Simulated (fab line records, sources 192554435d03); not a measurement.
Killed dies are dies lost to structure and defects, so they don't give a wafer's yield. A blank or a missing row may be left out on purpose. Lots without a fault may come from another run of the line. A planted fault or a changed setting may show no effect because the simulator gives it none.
Chamber matching | flow n5_finfet | N5_BEOL_M1_ETCH_77 on rie_diel-02: 4 sister chambers
The step etches underlayer in N2/H2, target depth 6.5 nm, time 5.2 s. 16 wafers are shown with their chamber, then 8 later ones without.

WAFERS WITH THEIR CHAMBER
wafer  | chamber | drypump_motor_current_A (A) | showerhead_plenum_p_Torr (Torr) | throttle_valve_pct (%)
L074.4 | 2       | 5.7                         | 2.65                            | 18.02
L074.5 | 1       | 5.2                         | 2.45                            | 17.61
L074.6 | 2       | 5.8                         | 2.65                            | 18.04
L081.1 | 2       | 5.8                         | 2.65                            | 18.07
L081.3 | 3       | 6.4                         | 2.50                            | 17.84
L081.5 | 3       | 6.4                         | 2.50                            | 17.86
L082.1 | 1       | 5.2                         | 2.44                            | 17.63
L082.2 | 0       | 5.9                         | 2.39                            | 18.24
L082.3 | 2       | 5.8                         | 2.65                            | 18.07
L089.3 | 2       | 5.8                         | 2.64                            | 18.06
L089.4 | 3       | 6.4                         | 2.49                            | 17.90
L089.6 | 0       | 5.9                         | 2.39                            | 18.24
L090.2 | 1       | 5.2                         | 2.44                            | 17.62
L090.4 | 2       | 5.8                         | 2.64                            | 18.09
L090.6 | 2       | 5.8                         | 2.64                            | 18.10
L093.1 | 2       | 5.7                         | 2.64                            | 18.13

SIGNATURES (means of the wafers above)
reading                  | chamber 0 | chamber 1 | chamber 2 | chamber 3 | scatter within a chamber
drypump_motor_current_A  | 5.900     | 5.200     | 5.775     | 6.400     | 0.0354
showerhead_plenum_p_Torr | 2.3900    | 2.4433    | 2.6450    | 2.4967    | 0.00527
throttle_valve_pct       | 18.2400   | 17.6200   | 18.0725   | 17.8667   | 0.0295
Rule: a wafer's distance from a chamber is the root of the sum, over the readings, of the square of ((its reading less the chamber's mean) divided by the reading's scatter). The wafer belongs to the nearest chamber; if the next one is less than 2 further off, it can't be placed. The scatter: the root of (the sum of the squares of (reading less its chamber's mean) over the shown wafers, divided by (wafers less chambers)).

WAFERS WITHOUT THEIR CHAMBER
wafer  | drypump_motor_current_A (A) | showerhead_plenum_p_Torr (Torr) | throttle_valve_pct (%)
L093.2 | 5.2                         | 2.44                            | 17.64
L093.5 | 5.8                         | 2.64                            | 18.08
L092.2 | 5.8                         | 2.64                            | 18.10
L092.4 | 6.4                         | 2.49                            | 17.89
L092.6 | 5.2                         | 2.44                            | 17.65
L094.1 | 5.8                         | 2.63                            | 18.13
L094.2 | 5.2                         | 2.43                            | 17.68
L094.6 | 6.4                         | 2.48                            | 17.89

WHICH CHAMBER EACH WENT THROUGH
wafer  | from the rows above | in truth
L093.2 | 1                   | 1
L093.5 | 2                   | 2
L092.2 | 2                   | 2
L092.4 | 3                   | 3
L092.6 | 1                   | 1
L094.1 | 2                   | 2
L094.2 | 1                   | 1
L094.6 | 3                   | 3
Placed correctly: 8 of 8. Can't be placed from these rows: 0. Placed wrongly: 0.
